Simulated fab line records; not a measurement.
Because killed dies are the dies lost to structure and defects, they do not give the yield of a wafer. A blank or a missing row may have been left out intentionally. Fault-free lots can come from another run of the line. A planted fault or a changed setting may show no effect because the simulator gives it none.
Chamber matching || flow n5_finfet || N5_MOL_CONTACT_COAG_STRIP_98 on rie_diel-01: 4 sister chambers
The step strips in N2/H2. 4 wafers are shown with their chamber, then 10 later ones without.

WAFERS, EACH WITH ITS CHAMBER
{"wafer": "L080.2", "chamber": 3, "drypump_motor_current_A (A)": 5.2}
{"wafer": "L089.6", "chamber": 2, "drypump_motor_current_A (A)": 6.2}
{"wafer": "L090.1", "chamber": 1, "drypump_motor_current_A (A)": 5.9}
{"wafer": "L090.5", "chamber": 0, "drypump_motor_current_A (A)": 6.2}

WAFERS WITHOUT THEIR CHAMBER
{"wafer": "L090.6", "drypump_motor_current_A (A)": 5.9}
{"wafer": "L093.3", "drypump_motor_current_A (A)": 6.2}
{"wafer": "L093.4", "drypump_motor_current_A (A)": 6.2}
{"wafer": "L093.5", "drypump_motor_current_A (A)": 6.2}
{"wafer": "L094.4", "drypump_motor_current_A (A)": 6.2}
{"wafer": "L094.5", "drypump_motor_current_A (A)": 6.2}
{"wafer": "L094.6", "drypump_motor_current_A (A)": 5.2}
{"wafer": "L097.1", "drypump_motor_current_A (A)": 6.2}
{"wafer": "L097.4", "drypump_motor_current_A (A)": 6.0}
{"wafer": "L097.5", "drypump_motor_current_A (A)": 5.9}

WHICH CHAMBER EACH ONE RAN IN
{"wafer": "L090.6", "from the rows above": 1, "in truth": 1}
{"wafer": "L093.3", "from the rows above": "can't be placed: 0 or 2", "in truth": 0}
{"wafer": "L093.4", "from the rows above": "can't be placed: 0 or 2", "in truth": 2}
{"wafer": "L093.5", "from the rows above": "can't be placed: 0 or 2", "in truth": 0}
{"wafer": "L094.4", "from the rows above": "can't be placed: 0 or 2", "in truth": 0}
{"wafer": "L094.5", "from the rows above": "can't be placed: 0 or 2", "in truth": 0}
{"wafer": "L094.6", "from the rows above": 3, "in truth": 3}
{"wafer": "L097.1", "from the rows above": "can't be placed: 0 or 2", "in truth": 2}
{"wafer": "L097.4", "from the rows above": 1, "in truth": 1}
{"wafer": "L097.5", "from the rows above": 1, "in truth": 1}
Placed correctly: 4 of 10. Cannot be placed on the basis of these rows: 6; the candidates contain the true chamber in 6. Wrongly placed: 0.
How it was worked out, from the rows above alone: a wafer's distance from a chamber is the root of the sum, over the readings, of the square of ((its reading less the chamber's mean) divided by the reading's scatter). If the next closest chamber is less than 2 further off than the closest, the wafer can't be placed; otherwise it belongs to the closest. The mean given for a chamber averages the wafers shown for that chamber. The scatter (one wafer shown for each chamber): square how far every hidden wafer sits from the nearest shown wafer, average those squares and take the square root.
